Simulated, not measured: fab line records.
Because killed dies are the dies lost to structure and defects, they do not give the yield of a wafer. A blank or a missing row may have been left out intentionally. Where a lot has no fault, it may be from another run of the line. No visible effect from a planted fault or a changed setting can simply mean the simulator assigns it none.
Comparing a struck lot with a sound one | flow nandHarc | 17 out of 1302 route steps
Sound: wafers L800.3, L800.4, L800.6. The struck wafers were L807.2, L807.5, L807.6. The cause is given at the end.
Per side, at each step with rows, come the tool, then ch with its chambers, and then its first start. Under that, the readings that differ: sound wafers | struck wafers | difference of the means | sigmas: that difference in standard deviations of wafers without a fault.
alike: readings with means less than 2 such deviations apart, plus words and numbers identical on both sides. not compared: withheld readings, readings lacking a value on some wafer, bounds such as >300 that could conceal the same value, and numbers that have no deviation in the record and whose values overlap.
Wherever a step has rows on one side only, a row that says differs or no value, or a row with sigmas, the two part there. Non-overlapping numbers with no deviation appear without sigmas and do not part them. A reading that every wafer of one side lacks parts them only if that side has two wafers or more.

NHARC_P_GATE_CD_MEAS_59: the cd target is 720 nm.
  sound on cdSem-02 ch 0, day 6 17:02; struck on cdSem-02 ch 0, day 10 03:14
  alike: cdNm
then, 1 step without rows for these wafers: NHARC_P_GATE_HARDBAKE_60 (time 80 s).
NHARC_P_GATE_DESCUM_61: chemistry O2, time 3 s.
  sound on rieDiel-09 ch 0,2, day 6 17:12; struck on rieDiel-13 ch 0,1,2, day 10 03:25
  alike: drypumpMotorCurrentA, oesProductAu, rfVppV, showerheadPlenumPTorr, throttleValvePct
  not compared: rfHoursCounterH
following that, these wafers have no rows for 1 step: NHARC_P_GATE_IMPLANT_62.
NHARC_P_GATE_STRIP_112: strips in N2/H2, time 200 s.
  sound on plasmaAsher-02 ch 0,1, day 6 17:38; struck on plasmaAsher-01 ch 0,1, day 10 03:46
  alike: drypumpMotorCurrentA, heaterPowerW
  not compared: rfHoursCounterH
NHARC_P_GATE_STRIP_76: strips in O2.
  sound on plasmaAsher-02 ch 0,1, day 6 17:50; struck on plasmaAsher-01 ch 0,1, day 10 04:01
  alike: drypumpMotorCurrentA, heaterPowerW
  not compared: rfHoursCounterH
then, 6 steps without rows for these wafers: NHARC_P_GATE_STRIP_63 (strips in SPM, time 900 s); NHARC_P_GATE_DEHYDRATE_83 (time 120 s); NHARC_P_GATE_HMDS_84 (time 30 s); NHARC_P_GATE_COAT_85; NHARC_P_GATE_SOFTBAKE_86 (time 95 s); NHARC_P_GATE_EBR_87.
NHARC_P_GATE_EXPOSE_88: exposes mask P HVN, target cd 2000 nm.
  sound on krfScanner-01 ch 0, day 6 18:28; struck on krfScanner-01 ch 0, day 10 04:40
reading | sound                   | struck                           | difference | sigmas
mask    | P_HVN#0 P_HVN#0 P_HVN#0 | P_HVN_R1#0 P_HVN_R1#0 P_HVN_R1#0 | differs    | 
then, 2 steps without rows for these wafers: NHARC_P_GATE_PEB_89 (peb time 85 s); NHARC_P_GATE_DEVELOP_90 (time 70 s).
NHARC_P_GATE_CD_MEAS_91: the cd target is 2000 nm.
  sound on cdSem-01 ch 0, day 6 18:37; struck on cdSem-03 ch 0, day 10 04:49
reading   | sound                | struck               | difference | sigmas
cdNm (nm) | 1998.8 1997.8 1998.6 | 1995.0 1994.9 1994.7 | -3.5       | -3
then, 1 step without rows for these wafers: NHARC_P_GATE_HARDBAKE_92 (time 80 s).

WHERE THEY PART
Earliest at NHARC_P_GATE_EXPOSE_88; latest, in this record, at NHARC_P_GATE_CD_MEAS_91.

WHY: what had been put in by the simulator
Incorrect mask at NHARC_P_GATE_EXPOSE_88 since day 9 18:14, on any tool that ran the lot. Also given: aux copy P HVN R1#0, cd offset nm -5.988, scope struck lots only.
